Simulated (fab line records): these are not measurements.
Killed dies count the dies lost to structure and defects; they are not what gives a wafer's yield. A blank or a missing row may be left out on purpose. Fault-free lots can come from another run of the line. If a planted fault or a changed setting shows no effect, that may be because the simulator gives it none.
Chamber matching / flow n5Finfet / rieDiel-01 running N5_BEOL_M4_VIA_ETCH_34: 4 sister chambers
The step etches the open film in C4F6/O2, target depth 69.4 nm, time 65.9 s. 8 wafers are shown with their chamber, then 10 later ones without.

WAFERS WITH THEIR CHAMBER
wafer=L082.3; chamber=2; rfVppV (V)=652; throttleValvePct (%)=30.9
wafer=L085.1; chamber=2; rfVppV (V)=652; throttleValvePct (%)=30.9
wafer=L085.3; chamber=3; rfVppV (V)=672; throttleValvePct (%)=31.0
wafer=L085.6; chamber=3; rfVppV (V)=672; throttleValvePct (%)=31.0
wafer=L086.5; chamber=1; rfVppV (V)=678; throttleValvePct (%)=30.2
wafer=L086.6; chamber=0; rfVppV (V)=658; throttleValvePct (%)=30.1
wafer=L093.3; chamber=1; rfVppV (V)=679; throttleValvePct (%)=30.3
wafer=L093.4; chamber=0; rfVppV (V)=659; throttleValvePct (%)=30.1

WAFERS WHOSE CHAMBER IS MISSING
wafer=L093.6; rfVppV (V)=672; throttleValvePct (%)=31.0
wafer=L094.1; rfVppV (V)=659; throttleValvePct (%)=30.1
wafer=L094.4; rfVppV (V)=680; throttleValvePct (%)=30.3
wafer=L094.5; rfVppV (V)=658; throttleValvePct (%)=30.1
wafer=L091.3; rfVppV (V)=679; throttleValvePct (%)=30.3
wafer=L091.5; rfVppV (V)=658; throttleValvePct (%)=30.1
wafer=L091.6; rfVppV (V)=671; throttleValvePct (%)=31.1
wafer=L097.4; rfVppV (V)=673; throttleValvePct (%)=31.1
wafer=L097.5; rfVppV (V)=672; throttleValvePct (%)=31.1
wafer=L097.6; rfVppV (V)=658; throttleValvePct (%)=30.1

WHICH CHAMBER EACH WENT THROUGH
wafer=L093.6; from the rows above=3; in truth=3
wafer=L094.1; from the rows above=0; in truth=0
wafer=L094.4; from the rows above=1; in truth=1
wafer=L094.5; from the rows above=0; in truth=0
wafer=L091.3; from the rows above=1; in truth=1
wafer=L091.5; from the rows above=0; in truth=0
wafer=L091.6; from the rows above=3; in truth=3
wafer=L097.4; from the rows above=3; in truth=3
wafer=L097.5; from the rows above=3; in truth=3
wafer=L097.6; from the rows above=0; in truth=0
Correctly placed: 10 of 10. Can't be placed from these rows: 0. Number placed wrongly: 0.
How it was worked out, from the rows above alone: a wafer's distance from a chamber is the root of the sum, over the readings, of the square of ((its reading less the chamber's mean) divided by the reading's scatter). The wafer belongs to the nearest chamber; if the next one is less than 2 further off, it can't be placed. A chamber's mean is the mean of its shown wafers. The scatter: the root of (the sum of the squares of (reading less its chamber's mean) over the shown wafers, divided by (wafers less chambers)).
